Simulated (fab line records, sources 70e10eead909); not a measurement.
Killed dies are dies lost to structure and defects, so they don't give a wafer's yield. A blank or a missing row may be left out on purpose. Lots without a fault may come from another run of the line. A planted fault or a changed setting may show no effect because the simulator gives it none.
Chamber matching | flow nand_harc | NHARC_HYBRID_BOND_ACTIVATE_00 on rie_diel-08: 4 sister chambers
The step chemistry N2, time 60 s. 4 wafers are shown with their chamber, then 7 later ones without.

WAFERS WITH THEIR CHAMBER
wafer  | chamber | drypump_motor_current_A (A)
L082.2 | 2       | 5.0
L082.3 | 1       | 6.3
L090.2 | 3       | 5.8
L090.3 | 0       | 6.1

WAFERS WITHOUT THEIR CHAMBER
wafer  | drypump_motor_current_A (A)
L090.6 | 6.1
L091.2 | 5.8
L091.5 | 6.2
L091.6 | 6.1
L092.3 | 5.0
L092.4 | 6.1
L092.6 | 6.3

WHICH CHAMBER EACH WENT THROUGH
wafer  | from the rows above     | in truth
L090.6 | 0                       | 0
L091.2 | 3                       | 3
L091.5 | can't be placed: 1 or 0 | 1
L091.6 | 0                       | 0
L092.3 | 2                       | 2
L092.4 | 0                       | 0
L092.6 | 1                       | 1
Placed correctly: 6 of 7. Can't be placed from these rows: 1 (the true chamber is among the candidates in 1). Placed wrongly: 0.
How it was worked out, from the rows above alone: a wafer's distance from a chamber is the root of the sum, over the readings, of the square of ((its reading less the chamber's mean) divided by the reading's scatter). The wafer belongs to the nearest chamber; if the next one is less than 2 further off, it can't be placed. A chamber's mean is the mean of its shown wafers. The scatter: with one shown wafer a chamber, the root of the mean of the squares of how far each hidden wafer lies from its nearest shown one.
